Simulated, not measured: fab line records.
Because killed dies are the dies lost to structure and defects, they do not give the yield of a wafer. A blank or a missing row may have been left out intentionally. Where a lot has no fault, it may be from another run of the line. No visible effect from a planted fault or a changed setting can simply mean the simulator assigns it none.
fab line records	flow n5Finfet
record lots=4	wafers=12	lastDay=16
route steps=1938 shown FIN_SAQP@108 BEOL_M4@1111 PASSIVATION@1936
lots untouched by any fault: they come from a run of this same line in which no faults occurred
startH: hours from the record's opening day to when the first of the lot's shown wafers began	waitH: hours from the lot's prior step to this one	" repeats the value in the row above	L1.1+2: one row covering several wafers at once	- value missing, or start not given	* or withheld: withheld	< > ~ a bound
route shown NAME@n: a module of which the file shows steps, and the number in the route of the first	usual: the fault-free wafers' mean and standard deviation	same: alike in all rows	chamber/n: place in a boat	sites: readings site by site	_std_site: the standard deviation of these	_edge_site: the outer-site mean with the inner-site mean subtracted	radiusMm: for every site, how far away it sits from the centre of the wafer	mask NAME#n: copy n	behind: tool/chamber where the wafer was last shaped	hold: reason for holding the lot/hours on hold/outcome of the hold	device: which transistor (n, p or np) failed to switch	end of line: the same wafers' tests at the end of the route	where a step has no rows: the recipe by itself	killed: dies lost to structure and defects at the first sort, not the wafer's yield	map: per-die view of a wafer (x killed, . not killed, _ where there is no die)
set.NAME: the setting the step ran with; set.NAME@STEP: the setting that earlier step ran with	model.NAME: the simulator's own value behind a step, which no gauge read
certain route steps with their lots: each step a table, each wafer a row
services: a tool's chamber out of use, with start hour (startH, from the record's first day; less than 0 if before it), hours out, and reason
## steps
# step N5_FIN_SAQP_EXPOSE_13
# recipe maskId=FIN_CORE	na=1.35	sourceShape=dipole	sigmaInner=0.538	sigmaOuter=0.738	polarization=te	targetCdNm=35.6	doseMj=63.25
# step N5_FIN_SAQP_PEB_14
# recipe pebTempC=withheld	pebTimeS=60	resist=CAR-ArF
# step N5_FIN_SAQP_DEVELOP_15
# recipe developTimeS=30	developer=TMAH	resist=CAR-ArF	devTempC=23	rinseLiquid=diw	dry=airSpin
# step N5_FIN_SAQP_DESCUM_21
# recipe chemistry=O2	timeS=7.9	sourcePowerW=50	biasPowerW=20	pressureMtorr=20	rfFrequencyHz=2.712e+07	tempC=40	resist=CAR-ArF	o2FlowSccm=225
# step N5_FIN_SAQP_ETCH_51
# recipe chemistry=CF4	target=SiARC	targetDepthA=455	maskMaterial=CAR-ArF	timeS=75.8	ionEnergyEv=80	pressureMtorr=40	sourceW=545	biasW=36	Ar_flow_sccm=100	cf4FlowSccm=100	ends=cleared
# step N5_FIN_SAQP_ETCH_52
# recipe chemistry=N2/H2	target=SOC	targetDepthA=1000	overetchA=200	maskMaterial=SiARC	tempC=40	timeS=150	ionEnergyEv=200	pressureMtorr=30	sourceW=840	biasW=150	n2FlowSccm=200	h2FlowSccm=200	ends=endPoint
# step N5_FIN_SAQP_STRIP_53
# recipe chemistry=N2/H2	tempC=40	n2FlowSccm=200	h2FlowSccm=200	rfFrequencyHz=6e+07
# step N5_FIN_SAQP_HM_OPEN_73
# recipe chemistry=CHF3/O2	target=SiO2	stopOn=a-Si	targetDepthA=120	overEtchFrac=1.8	maskMaterial=SOC	timeS=16.8	pressureMtorr=30	sourceW=650	biasW=170	Ar_flow_sccm=200	CHF3_flow_sccm=50	O2_flow_sccm=5	ionEnergyEv=200	ends=endPoint
# step N5_FIN_SAQP_STRIP_74
# recipe chemistry=CHF3/O2	resist=SiARC	rfFrequencyHz=6e+07
# step N5_FIN_SAQP_MANDREL_ETCH_22
# recipe targetDepthA=600	chemistry=HBr/Cl2	target=a-Si	stopOn=SiNx	btTimeS=10	overEtchFrac=0.5	timeS=30	pressureMtorr=10	icpW=800	biasW=75	HBr_flow_sccm=150	Cl2_flow_sccm=80	ends=endPoint
# usual HBr_flow_sccm=150.0/0.41	drypumpMotorCurrentA=5.9/0.45	oesProductAu=0.772/0.011	rfFwdPowerW=794.8/3	throttleValvePct=35.4/0.34
lot.wafer	tool	chamber	startH	waitH	HBr_flow_sccm	drypumpMotorCurrentA	oesProductAu	rfFwdPowerW	rfHoursCounterH	throttleValvePct	model.SOC_of_FIN_SAQP_COAT_49.thkNm	model.SiNx_of_FIN_SAQP_PECVD_48.thkNm
L334.1	rieSi-06	2	75.71	0.0	150.1	5.8	0.768	796.8	42	35.3	75.62	24.75
L334.3	"	3	"	"	150.0	6.0	0.761	792.4	20	35.3	75.99	24.8
L334.4	"	1	"	"	149.5	5.9	0.773	800.3	126	35.0	75.92	25.17
L338.1	rieSi-06	1	101.77	0.0	150.5	5.8	0.785	795.9	126	35.0	75.96	24.98
L338.2	"	3	"	"	149.9	6.0	0.770	983.7	20	35.3	73.67	23.55
L338.5	"	2	"	"	150.0	5.8	0.781	797.2	-	35.3	75.82	25.3
L340.2	rieSi-06	0	112.64	0.0	149.9	5.9	0.734	792.0	145	36.0	76.77	24.56
L340.3	"	3	"	"	149.9	6.0	0.775	979.7	20	35.3	74.83	23.32
L340.5	"	0	"	"	150.1	5.9	0.753	795.0	-	36.0	76.72	25.06
L342.4	rieSi-05	2	125.74	0.0	149.9	5.9	0.768	796.2	72	35.6	75.89	25.23
L342.5	"	0	"	"	149.8	5.7	0.777	790.6	-	35.3	75.57	25.3
L342.6	"	3	"	"	150.2	4.9	0.783	796.2	-	35.0	76.13	25.32
# step N5_FIN_SAQP_STRIP_55
# recipe chemistry=N2/H2	powerW=500	tempC=40	pressureMtorr=50	rfFrequencyHz=6e+07	overashFraction=0.3	biasPowerW=28	h2Frac=0.5	n2FlowSccm=300	h2FlowSccm=300
# step N5_FIN_SAQP_STRIP_23
# recipe chemistry=SPM	timeS=750	tempC=130	h2so4H2o2VolRatio=4
# step N5_FIN_SAQP_SRD_66
# recipe dry=ipaMarangoni	timeS=30	tempC=23	rinseLiquid=diw
# step N5_FIN_SAQP_RECESS_75
# recipe chemistry=HF/NH3	target=SiO2	targetDepthA=144	afsCycles=3	tempC=30	sublimationTempC=180	sublimationTimeS=60
# step N5_FIN_SAQP_SPACER1_ALD_24
# recipe material=SiO2	targetThkA=203	tempC=300	aldPrecursorFamily=BDEAS	aldCoReactant=O2-plasma	pulseTimeS=1	purgeTimeS=2	coReactantPurgeTimeS=2	aldCycles=218	pressureTorr=2
# step N5_FIN_SAQP_SPACER1_ETCHBACK_25
# recipe chemistry=CHF3/O2	mode=anisotropicEtchback	target=SiO2	targetDepthA=244	timeS=12.2	pressureMtorr=30	sourceW=650	biasW=170	Ar_flow_sccm=200	CHF3_flow_sccm=50	O2_flow_sccm=5	ionEnergyEv=200
# step N5_FIN_SAQP_MANDREL1_REMOVE_56
# recipe chemistry=HBr/Cl2/O2	btTimeS=10	target=a-Si	stopOn=SiNx	endpoint=OES-SiCl	overEtchFrac=1	icpW=600	biasW=22	HBr_flow_sccm=150	Cl2_flow_sccm=80	O2_flow_sccm=5	pressureMtorr=10
# step N5_FIN_SAQP_ETCH_57
# recipe chemistry=CH3F/O2	target=SiNx	maskMaterial=SiO2	targetDepthA=325	timeS=46.4	pressureMtorr=30	sourceW=395	biasW=73	Ar_flow_sccm=150	CH3F_flow_sccm=30	O2_flow_sccm=20	ionEnergyEv=120	ends=cleared
# usual drypumpMotorCurrentA=5.6/0.43	etchRfOnTimeS=46.4/0.78	oesProductAu=0.66/0.059	rfFwdPowerW=388.1/2.4	rfVppV=296.9/2.4	showerheadPlenumPTorr=1.99/0.093	throttleValvePct=16.44/0.18
lot.wafer	tool	chamber	startH	waitH	drypumpMotorCurrentA	etchRfOnTimeS	oesProductAu	rfFwdPowerW	rfHoursCounterH	rfVppV	showerheadPlenumPTorr	throttleValvePct	model.etch.depthNm
L334.1	rieDiel-02	0	77.52	0.0	5.9	45.5	0.71	388.3	89	301.6	2.11	16.52	24.75
L334.3	"	3	"	"	5.7	46.1	0.66	388.8	157	297.9	1.99	16.08	24.8
L334.4	"	1	"	"	5.4	46.8	0.73	386.6	55	297.7	2.12	16.49	25.17
L338.1	rieDiel-01	2	103.61	0.0	4.9	46.4	0.64	392.3	152	294.1	1.84	16.50	24.98
L338.2	"	0	"	"	5.0	44.0	0.62	391.5	199	295.2	1.90	16.35	23.55
L338.5	"	1	"	"	5.3	47.7	0.68	387.0	-	293.3	1.94	16.46	25.3
L340.2	rieDiel-01	0	114.68	0.0	5.0	45.8	0.61	389.7	202	296.4	1.90	16.37	24.56
L340.3	"	1	"	"	5.3	43.6	0.69	385.7	104	293.8	1.93	16.46	23.32
L340.5	"	1	"	"	5.3	46.5	0.69	388.0	-	294.4	1.93	16.45	25.06
L342.4	rieDiel-06	2	127.54	0.0	5.9	46.9	0.60	385.0	192	296.6	1.99	16.55	25.23
L342.5	"	0	"	"	5.6	47.6	0.72	385.2	-	297.8	2.12	16.23	25.3
L342.6	"	3	"	"	6.3	47.3	0.80	385.3	-	300.4	1.97	16.11	25.32
# step N5_FIN_SAQP_ETCH_65
# recipe chemistry=CF4	target=SiO2	targetDepthA=40	ionEnergyEv=350	timeS=4.4	pressureMtorr=10	icpW=800	biasW=400	cf4FlowSccm=80
# step N5_BEOL_M4_RC_MEAS_101
# usual DIBL_N=36.4/1.5	DIBL_P=35.8/1.7	IOFF_N=0.154/0.022	IOFF_P=0.21/0.031	ION_N=672/8.8	ION_P=462/7.2	SS_N=71.5/0.53	SS_P=73.2/0.62	VT_N=250.4/2.5	VT_P=-250/3.5
lot.wafer	tool	chamber	startH	waitH	DIBL_N[mV/V]	DIBL_P[mV/V]	IOFF_N[nA/um]	IOFF_P[nA/um]	ION_N[uA/um]	ION_P[uA/um]	SS_N[mV/dec]	SS_P[mV/dec]	VT_N[mV]	VT_P[mV]
L334.1	prober-01	0	246.27	0.0	36.1	35.4	0.138	0.17	667	452	71.0	73.0	252.3	-254
L334.3	"	0	"	"	34.6	34.8	0.120	0.17	662	454	71.5	71.9	254.8	-255
L334.4	"	0	"	"	36.3	36.6	0.148	0.19	676	461	71.8	73.9	251.2	-253
L338.1	prober-02	0	246.41	0.0	38.1	38.6	0.175	0.24	675	466	72.3	74.4	248.7	-248
L338.2	"	0	"	"	37.5	37.0	0.164	0.23	673	463	71.5	73.9	248.7	-249
L338.5	"	0	"	"	38.5	38.3	0.174	0.25	674	467	71.3	74.1	249.4	-247
L340.2	prober-01	0	283.30	0.2	35.5	36.3	0.157	0.21	674	462	71.5	73.7	249.4	-253
L340.3	"	0	"	"	36.6	38.1	0.183	0.24	679	467	72.6	74.7	247.1	-250
L340.5	"	0	"	"	35.9	36.8	0.161	0.21	672	458	72.4	73.6	251.4	-251
L342.4	prober-02	0	285.46	0.5	35.3	34.8	0.137	0.23	672	467	71.5	73.1	252.2	-247
L342.5	"	0	"	"	35.7	35.2	0.143	0.24	667	469	71.1	73.3	249.8	-247
L342.6	"	0	"	"	36.3	35.3	0.155	0.24	672	468	72.1	73.1	250.5	-244
# step N5_PASSIVATION_PROBE_49
# usual defectLimitedYield=91.5/1.4	killed_at_M0_to_M3=32/9.8	killed_at_M4_up=13/5.3	killedAtContacts=13/6.4	killedAtFrontEnd=39/10	killedAtOther=3.1/2.5	killedDies=100/17	killedOpen=65/13	killedShort=33/7.7	sort_bin_5_function=5.0/0.93	sort_bin_6_memory=3.2/0.69	sortNPass=1080/17	sortYieldPct=91.5/1.4
# same grossDies=1180	killedAtBackSide=0	sort_bin_4_leakage[%]=0	sort_bin_8_speed[%]=0
lot.wafer	tool	chamber	startH	waitH	defectLimitedYield[%]	killed_at_M0_to_M3	killed_at_M4_up	killedAtContacts	killedAtFrontEnd	killedAtOther	killedDies	killedOpen	killedShort	sort_bin_5_function[%]	sort_bin_6_memory[%]	sortNPass	sortYieldPct[%]
L338.1	prober-02	-	356.42	0.0	92.2	19	15	19	30	9	92	59	31	4.9	2.6	1088	92.2
L338.2	prober-02	-	356.47	0.1	93.1	26	14	7	27	8	82	47	35	4.2	2.5	1098	93.1
L338.5	prober-02	-	356.62	0.2	91.4	32	18	11	39	2	102	62	40	4.4	4.0	1078	91.4
L334.1	prober-01	-	356.42	0.0	94.4	21	13	5	26	1	66	45	19	3.5	2.0	1114	94.4
L334.3	prober-01	-	356.52	0.1	90.1	34	24	17	39	3	117	79	38	5.8	4.1	1063	90.1
L334.4	prober-01	-	356.57	0.2	91.2	41	17	13	29	4	104	69	34	5.4	3.1	1076	91.2
L340.2	prober-02	-	381.58	0.1	89.7	21	8	14	78	0	121	85	35	5.3	4.3	1059	89.7
L340.3	prober-02	-	381.63	0.1	90.8	36	4	9	56	3	108	65	42	6.2	2.5	1072	90.8
L340.5	prober-02	-	381.73	0.2	91.6	18	9	10	60	2	99	61	38	5.3	2.7	1081	91.6
L342.4	prober-02	-	394.65	0.2	91.3	30	10	18	41	4	103	65	34	5.1	3.3	1077	91.3
L342.5	prober-02	-	394.70	0.2	90.1	46	18	12	41	0	117	84	33	5.8	3.6	1063	90.1
L342.6	prober-02	-	394.75	0.3	91.4	49	8	15	29	1	102	62	39	5.3	3.3	1078	91.4
# killed by level:class
L338.1 MOL_CONTACT_COAG:geometricParticle:open=14 BEOL_M0_SAQP:geometricParticle:short=8 FIN_SAQP:geometricParticle:open=6 FIN_SAQP:geometricParticle:short=6 BEOL_M4:geometricParticle:open=6 MOL_CONTACT_COAG:geometricParticle:short=5 BEOL_M4:geometricParticle:short=4 BEOL_M0_SAQP:geometricParticle:open=4
L334.1 STI_FIN_REVEAL:geometricParticle:open=7 BEOL_M3:geometricParticle:open=7 BEOL_M1:geometricParticle:open=4 MOL_CONTACT_COAG:geometricParticle:open=4 BEOL_M2:geometricParticle:open=4 BEOL_M6:geometricParticle:open=3 STARTING-WAFER:geometricParticle:short=3 STARTING-WAFER:geometricParticle:open=3
L338.2 BEOL_M0_SAQP:geometricParticle:open=9 BEOL_M4:geometricParticle:open=8 BEOL_M0_SAQP:geometricParticle:short=6 BEOL_M2:geometricParticle:open=5 FIN_SAQP:geometricParticle:open=4 GATE_CUT:geometricParticle:short=4 MOL_CONTACT_COAG:geometricParticle:short=4 STARTING-WAFER:geometricParticle:open=4
L334.3 BEOL_M0_SAQP:geometricParticle:open=15 MOL_CONTACT_COAG:geometricParticle:open=13 STI_FIN_REVEAL:geometricParticle:open=10 BEOL_M4:geometricParticle:open=9 BEOL_M0_SAQP:geometricParticle:short=8 FIN_SAQP:geometricParticle:short=5 GATE_CUT:geometricParticle:short=5 BEOL_M2:geometricParticle:open=5
L334.4 BEOL_M0_SAQP:geometricParticle:open=16 MOL_CONTACT_COAG:geometricParticle:open=8 BEOL_M0_SAQP:geometricParticle:short=8 BEOL_M2:geometricParticle:open=8 FIN_SAQP:geometricParticle:open=5 MOL_CONTACT_COAG:geometricParticle:short=5 BEOL_M4:geometricParticle:open=5 BEOL_M6:geometricParticle:open=5
L338.5 BEOL_M0_SAQP:geometricParticle:open=13 BEOL_M0_SAQP:geometricParticle:short=9 STI_FIN_REVEAL:geometricParticle:open=8 FIN_SAQP:geometricParticle:short=7 MOL_CONTACT_COAG:geometricParticle:short=6 BEOL_M5:geometricParticle:open=6 MOL_CONTACT_COAG:geometricParticle:open=5 BEOL_M4:geometricParticle:open=5
L340.2 FIN_SAQP:geometricParticle:open=31 STI_FIN_REVEAL:geometricParticle:open=17 FIN_SAQP:geometricParticle:short=11 MOL_CONTACT_COAG:geometricParticle:open=9 BEOL_M0_SAQP:geometricParticle:open=6 MOL_CONTACT_COAG:geometricParticle:short=5 BEOL_M0_SAQP:geometricParticle:short=4 STI_FIN_REVEAL:geometricParticle:short=3
L340.3 BEOL_M0_SAQP:geometricParticle:open=14 BEOL_M0_SAQP:geometricParticle:short=13 STI_FIN_REVEAL:geometricParticle:open=12 FIN_SAQP:geometricParticle:short=11 FIN_SAQP:geometricParticle:open=9 GATE_CUT:geometricParticle:open=6 DUMMY_GATE:geometricParticle:open=5 MOL_CONTACT_COAG:geometricParticle:open=5
L340.5 FIN_SAQP:geometricParticle:open=21 FIN_SAQP:geometricParticle:short=14 BEOL_M0_SAQP:geometricParticle:short=8 STI_FIN_REVEAL:geometricParticle:open=7 MOL_CONTACT_COAG:geometricParticle:open=7 GATE_CUT:geometricParticle:short=5 BEOL_M0_SAQP:geometricParticle:open=4 GATE_CUT:geometricParticle:open=3
L342.4 MOL_CONTACT_COAG:geometricParticle:open=15 BEOL_M2:geometricParticle:open=12 FIN_SAQP:geometricParticle:short=10 STI_FIN_REVEAL:geometricParticle:open=7 DUMMY_GATE:geometricParticle:open=6 BEOL_M1:geometricParticle:open=6 BEOL_M0_SAQP:geometricParticle:open=5 FIN_SAQP:geometricParticle:open=4
L342.5 BEOL_M2:geometricParticle:open=13 STI_FIN_REVEAL:geometricParticle:open=11 MOL_CONTACT_COAG:geometricParticle:open=10 BEOL_M0_SAQP:geometricParticle:open=9 BEOL_M0_SAQP:geometricParticle:short=9 BEOL_M4:geometricParticle:open=9 FIN_SAQP:geometricParticle:open=6 FIN_SAQP:geometricParticle:short=6
L342.6 MOL_CONTACT_COAG:geometricParticle:open=13 BEOL_M0_SAQP:geometricParticle:short=13 BEOL_M0_SAQP:geometricParticle:open=10 BEOL_M2:geometricParticle:open=8 BEOL_M3:geometricParticle:open=6 FIN_SAQP:geometricParticle:short=5 STI_FIN_REVEAL:geometricParticle:open=5 GATE_CUT:geometricParticle:short=5
## services
tool	chamber	startH	hours	kind
rieDiel-02	-	54.30	2.8	pm
rieDiel-01	0	59.30	9.6	repair
rieDiel-06	1	74.57	7.5	repair
rieDiel-02	2	95.57	12.9	repair
rieSi-06	3	104.08	3.1	repair
rieDiel-01	3	126.25	-	clean
rieDiel-01	3	126.25	-	consumableReplace:focusRing
rieDiel-01	3	126.25	31.0	scheduledDown
rieDiel-01	3	126.25	31.0	ventCycle
## key
firstSign step=N5_FIN_SAQP_MANDREL_ETCH_22	reading=rfFwdPowerW	direction=up	sigmas=63	usual=*	struck=*
effect step=N5_FIN_SAQP_ETCH_57	reading=etchRfOnTimeS	direction=down	sigmas=3.4	usual=*	struck=*
modelEffect step=N5_FIN_SAQP_MANDREL_ETCH_22	value=SOC_of_FIN_SAQP_COAT_49.thkNm	without=76.44	struck=74.25
modelEffect step=N5_FIN_SAQP_ETCH_57	value=etch.depthNm	without=24.78	struck=23.43
metAt N5_FIN_SAQP_MANDREL_ETCH_22
struckWafers L338.2,L340.3
onsetBetween 75.71 101.77
fault kind=processParameterDrift	tool=rieSi-06	chamber=3	onsetH=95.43	steps=N5_FIN_SAQP_MANDREL_ETCH_22	channel=icpW	offset=192	shape=step	endH=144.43	actsIn=theseRecipesOnly	stated=800
